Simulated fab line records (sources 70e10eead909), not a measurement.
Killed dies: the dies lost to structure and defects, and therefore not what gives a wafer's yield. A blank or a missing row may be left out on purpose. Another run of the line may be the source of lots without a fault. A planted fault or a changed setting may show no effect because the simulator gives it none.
Matching of chambers    flow nand_harc    NHARC_A_STAIRCASE_ETCH_444 on rie_diel-12 has 4 sister chambers
The step etches the open film in C4F8/O2, target depth 10200 nm, time 3400 s. 14 wafers are shown with their chamber, then 7 later ones without.

== EACH WAFER AND ITS CHAMBER ==
wafer   chamber  rf_vpp_V (V)  oes_product_au (a.u.)
L118.3  2        812           0.918
L118.4  0        806           0.933
L118.5  3        809           0.925
L123.1  0        806           0.949
L123.4  1        810           0.930
L123.5  0        806           0.935
L124.4  2        813           0.914
L124.5  3        809           0.928
L124.6  0        806           0.937
L130.1  3        811           0.938
L130.3  2        813           0.925
L130.5  2        812           0.919
L138.1  2        813           0.932
L138.2  0        806           0.976

SIGNATURES (means of the wafers above)
reading         chamber 0  chamber 1  chamber 2  chamber 3  scatter within a chamber
rf_vpp_V        806.00     810.00     812.60     809.67     0.622
oes_product_au  0.94600    0.93000    0.92160    0.93033    0.0125
Rule: distance of a wafer from a chamber = root of the sum over the readings of ((wafer's reading minus chamber's mean) / reading's scatter) squared. If the next closest chamber is less than 2 further off than the closest, the wafer can't be placed; otherwise it belongs to the closest. How the scatter is found: for the shown wafers, subtract from each reading the mean of its chamber, square and add these, divide the total by (wafers less chambers), then take the root.

== WAFERS WITH NO CHAMBER GIVEN ==
wafer   rf_vpp_V (V)  oes_product_au (a.u.)
L138.4  809           0.946
L136.4  809           0.944
L136.5  811           0.941
L136.6  812           0.924
L139.3  809           0.949
L139.5  810           0.946
L139.6  805           0.940

== EACH ONE'S CHAMBER ==
wafer   from the rows above           in truth
L138.4  can't be placed: 3 or 1       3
L136.4  can't be placed: 3 or 1       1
L136.5  can't be placed: 1 or 3 or 2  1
L136.6  2                             2
L139.3  can't be placed: 3 or 1       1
L139.5  can't be placed: 1 or 3       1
L139.6  0                             0
2 of 7 placed correctly. Not placeable from these rows: 5 (in 5, the candidates include the true chamber). Number placed wrongly: 0.
